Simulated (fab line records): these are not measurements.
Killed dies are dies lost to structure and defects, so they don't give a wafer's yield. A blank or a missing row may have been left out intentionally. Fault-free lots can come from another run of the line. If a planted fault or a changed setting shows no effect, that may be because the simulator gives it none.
fab line records	flow n5_finfet
record: lots: 7	wafers: 39
route steps=1938 shown PMOS_HMC_CHANNEL_EPI@78 FIN_SAQP@147 DUMMY_GATE@228 SPACER0@259 SD_EPI_N@275 HKMG_FIN@456 BEOL_M4@1111
start_h: the number of hours between the record's first day and the start of the first shown wafer of the lot	wait_h: time in hours since the lot's previous step	" the same as in the row above	L1.1+2: one row covering several wafers at once	- no value, or no start given	* or withheld: withheld	< > ~ a bound
route shown NAME@n: a module of which the file shows steps, and the number in the route of the first	usual: mean and standard deviation over wafers with no fault	same: alike in all rows	chamber/n: place in a boat	sites: the reading at each site	_std_site: the values' standard deviation	_edge_site: the outer-site mean with the inner-site mean subtracted	radius_mm: how far each site lies from the wafer's centre	mask NAME#n: copy n	behind: the tool/chamber that last shaped the wafer	hold: the reason the lot was held/the length of the hold in hours/how it ended	device: whichever transistor did not switch (one of n, p or np)	end of line: tests of these same wafers at the route's end	a step with no rows: only its recipe	killed: the dies lost at the first sort to structure and to defects; this is not the yield of the wafer	map: a wafer's dies, marking killed ones x, the rest . and places with no die _
set.NAME: the run value of the setting; set.NAME@STEP: its run value at that earlier step	model.NAME: the simulator's own value behind a step, which no gauge read
lots with deliberately changed settings; one table per step, one row per wafer
== steps ==
step: N5_PMOS_HMC_CHANNEL_EPI_EPI_20
recipe: material: SiGe30	mask_material: SiO2	pressure_torr: 20	target_thk_a: 590	temp_c: 600
step: N5_FIN_SAQP_FIN_ETCH_36
recipe: chemistry: HBr/Cl2/O2	target_depth_a: 1200	mask_material: SiNx	time_s: 50.4	bias_w: 102	pressure_mtorr: 10	icp_w: 800	HBr_flow_sccm: 150	Cl2_flow_sccm: 80	O2_flow_sccm: 12
step: N5_DUMMY_GATE_EXPOSE_12
recipe: mask_id: GATE	na: 0.33	source_shape: annular	sigma_inner: 0.2	sigma_outer: 0.6	polarization: unpolarized	target_cd_nm: 25	dose_mj: 34
step: N5_DUMMY_GATE_ETCH_37
recipe: chemistry: N2/H2	target: SOC	target_depth_a: 600	overetch_a: 300	temp_c: 40	ion_energy_ev: 200	pressure_mtorr: 30	source_w: 840	bias_w: 150	n2_flow_sccm: 200	h2_flow_sccm: 200
step: N5_DUMMY_GATE_ETCH_32
recipe: chemistry: CF4	target: SiO2	target_depth_a: 35	time_s: 3.9	ion_energy_ev: 350	pressure_mtorr: 10	icp_w: 800	bias_w: 400	cf4_flow_sccm: 80
step: N5_DUMMY_GATE_ETCH_44
recipe: chemistry: HBr/O2	over_etch_frac: 0.7	target_depth_a: 1275	stop_on: SiO2	ion_energy_ev: 60	bias_w: 20	target: poly-Si	mask_material: SiO2	pressure_mtorr: 20	icp_w: 400	HBr_flow_sccm: 120	O2_flow_sccm: 10
step: N5_SPACER0_ALD_00
recipe: material: SiOCN	target_thk_a: 35	temp_c: 400	ald_precursor_family: alkyl-aminosilane	ald_co_reactant: O2/N2-plasma	pulse_time_s: 3	purge_time_s: 2	co_reactant_purge_time_s: 2	ald_cycles: 58	pressure_torr: 2
step: N5_SD_EPI_N_ETCH_35
recipe: chemistry: N2/H2	target: SOC	overetch_a: 1080	mask_material: SiARC	temp_c: 40	ion_energy_ev: 100	source_w: 3000	bias_w: 133	pressure_mtorr: 20	time_s: 486	n2_flow_sccm: 200	h2_flow_sccm: 200
step: N5_HKMG_FIN_ALD_21
recipe: material: TiN	target_thk_a: 15	temp_c: 400	ald_precursor_family: TiCl4	ald_co_reactant: NH3	pulse_time_s: 1	purge_time_s: 3	co_reactant_purge_time_s: 2	co_reactant_pulse_time_s: 2	ald_cycles: 68	pressure_torr: 3
step: N5_BEOL_M4_RC_MEAS_101
usual: REXT_N: 75.4/1.6	REXT_P: 101.7/2.4
lot.wafer	tool	chamber	start_h	wait_h	set.temp_c@PMOS_HMC_CHANNEL_EPI_EPI_20	set.icp_w@FIN_SAQP_FIN_ETCH_36	set.dose_mj@DUMMY_GATE_EXPOSE_12	set.source_w@DUMMY_GATE_ETCH_37	set.time_s@DUMMY_GATE_ETCH_32	set.target_depth_a@DUMMY_GATE_ETCH_44	set.ald_cycles@SPACER0_ALD_00	set.source_w@SD_EPI_N_ETCH_35	set.ald_cycles@HKMG_FIN_ALD_21	REXT_N[ohm.um]	REXT_P[ohm.um]
L077.1	prober-01	0	259.92	0.0	598	902.6	34	840	3.9	1275	54	3419	68	75.2	95.5
L077.2	"	0	"	"	600	800	34	735.3	3.9	1275	54	3000	68	72.6	93.4
L077.3	"	0	"	"	600	902.6	32.72	735.3	3.9	1275	58	3419	68	76.3	99.7
L077.4	"	0	"	"	600	902.6	32.72	840	3.9	1275	54	3000	68	73.2	95.2
L077.5	"	0	"	"	598	800	32.72	840	3.9	1275	58	3419	68	75.7	97.6
L077.6	"	0	"	"	598	800	34	735.3	3.9	1275	58	3000	68	77.4	99.1
L075.1	prober-01	0	271.70	0.0	600	800	34	754.4	3.9	1275	58	3224	68	75.5	100.8
L075.2	"	0	"	"	606.4	800	35.02	754.4	4.399	1110	58	3000	68	75.0	99.5
L075.3	"	0	"	"	600	800	35.02	840	3.9	1275	58	3000	71	74.8	102.4
L075.4	"	0	"	"	606.4	951	34	840	3.9	1110	58	3000	71	74.7	98.5
L075.5	"	0	"	"	600	951	35.02	754.4	4.399	1275	58	3224	71	75.3	101.1
L075.6	"	0	"	"	606.4	951	34	840	4.399	1110	58	3224	68	74.6	100.1
L082.1	prober-02	0	286.55	0.0	600	950.1	32.23	739.5	4.34	1203	65	3000	68	81.3	106.9
L082.2	"	0	"	"	600	800	34	739.5	4.34	1203	65	2610	68	78.5	106.0
L082.3	"	0	"	"	600	950.1	32.23	840	3.9	1275	65	2610	68	81.0	107.7
L082.4	"	0	"	"	600	800	34	739.5	3.9	1275	58	3000	68	76.9	100.9
L082.5	"	0	"	"	600	950.1	34	840	4.34	1275	58	2610	68	76.1	101.2
L082.6	"	0	"	"	600	800	32.23	840	3.9	1203	58	3000	68	75.7	101.2
L081.1	prober-02	0	310.74	0.0	600	873.2	32.91	840	3.645	1275	58	3000	68	76.1	105.5
L081.2	"	0	"	"	600	873.2	32.91	974.6	3.9	1275	65	3000	68	80.4	111.2
L081.3	"	0	"	"	602.4	800	34	974.6	3.645	1399	58	3000	63	75.0	101.9
L081.4	"	0	"	"	602.4	873.2	34	974.6	3.9	1399	58	3000	68	75.9	104.1
L081.5	"	0	"	"	602.4	800	32.91	840	3.9	1399	65	3000	63	78.6	108.7
L081.6	"	0	"	"	600	800	34	840	3.645	1275	65	3000	63	81.0	110.1
L090.1	prober-01	0	329.43	0.0	600	800	34	840	3.9	1275	58	3000	68	76.9	102.2
L090.2	"	0	"	"	600	800	34	840	3.9	1275	58	3000	68	75.2	101.1
L090.6	"	0	"	"	600	800	34	840	3.9	1275	58	3000	68	76.6	100.7
L094.1	prober-02	0	358.67	0.0	600	800	34	697.3	3.585	1347	50	3000	75	71.1	95.4
L094.2	"	0	"	"	600	800	34	697.3	3.585	1275	58	3518	68	75.9	103.0
L094.3	"	0	"	"	600	800	32.51	840	3.9	1347	50	3000	68	71.8	95.4
L094.4	"	0	"	"	597.6	800	32.51	697.3	3.9	1275	50	3518	75	71.4	95.4
L094.5	"	0	"	"	597.6	800	32.51	840	3.585	1275	58	3000	68	75.4	100.0
L094.6	"	0	"	"	597.6	800	34	840	3.9	1347	58	3518	75	76.0	101.4
L095.1	prober-02	0	388.83	0.0	605.5	885.3	34	840	3.9	1275	63	3000	68	82.6	108.6
L095.2	"	0	"	"	605.5	800	31.63	884.3	3.9	1275	58	3000	68	75.9	103.2
L095.3	"	0	"	"	600	800	31.63	840	3.9	1275	63	3444	68	80.4	108.6
L095.4	"	0	"	"	605.5	885.3	31.63	840	3.9	1275	58	3444	68	76.6	102.9
L095.5	"	0	"	"	600	800	34	884.3	3.9	1275	63	3000	68	79.7	108.0
L095.6	"	0	"	"	600	885.3	34	884.3	3.9	1275	58	3444	68	76.8	105.8
== key ==
split: step: N5_PMOS_HMC_CHANNEL_EPI_EPI_20	setting: temp_c	stated_as: 600
response none clear
split: step: N5_FIN_SAQP_FIN_ETCH_36	setting: icp_w	stated_as: 800
response none clear
split: step: N5_DUMMY_GATE_EXPOSE_12	setting: dose_mj	stated_as: 34
response none clear
split: step: N5_DUMMY_GATE_ETCH_37	setting: source_w	stated_as: 840
response none clear
split: step: N5_DUMMY_GATE_ETCH_32	setting: time_s	stated_as: 3.9
response none clear
split: step: N5_DUMMY_GATE_ETCH_44	setting: target_depth_a	stated_as: 1275
response none clear
split: step: N5_SPACER0_ALD_00	setting: ald_cycles	stated_as: 58
response: step: N5_BEOL_M4_RC_MEAS_101	reading: REXT_P	slope: +0.472	per: 1%	together_with: all	explained: 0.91
response: step: N5_BEOL_M4_RC_MEAS_101	reading: REXT_N	slope: +0.357	per: 1%	together_with: all	explained: 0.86
split: step: N5_SD_EPI_N_ETCH_35	setting: source_w	stated_as: 3000
response none clear
split: step: N5_HKMG_FIN_ALD_21	setting: ald_cycles	stated_as: 68
response none clear
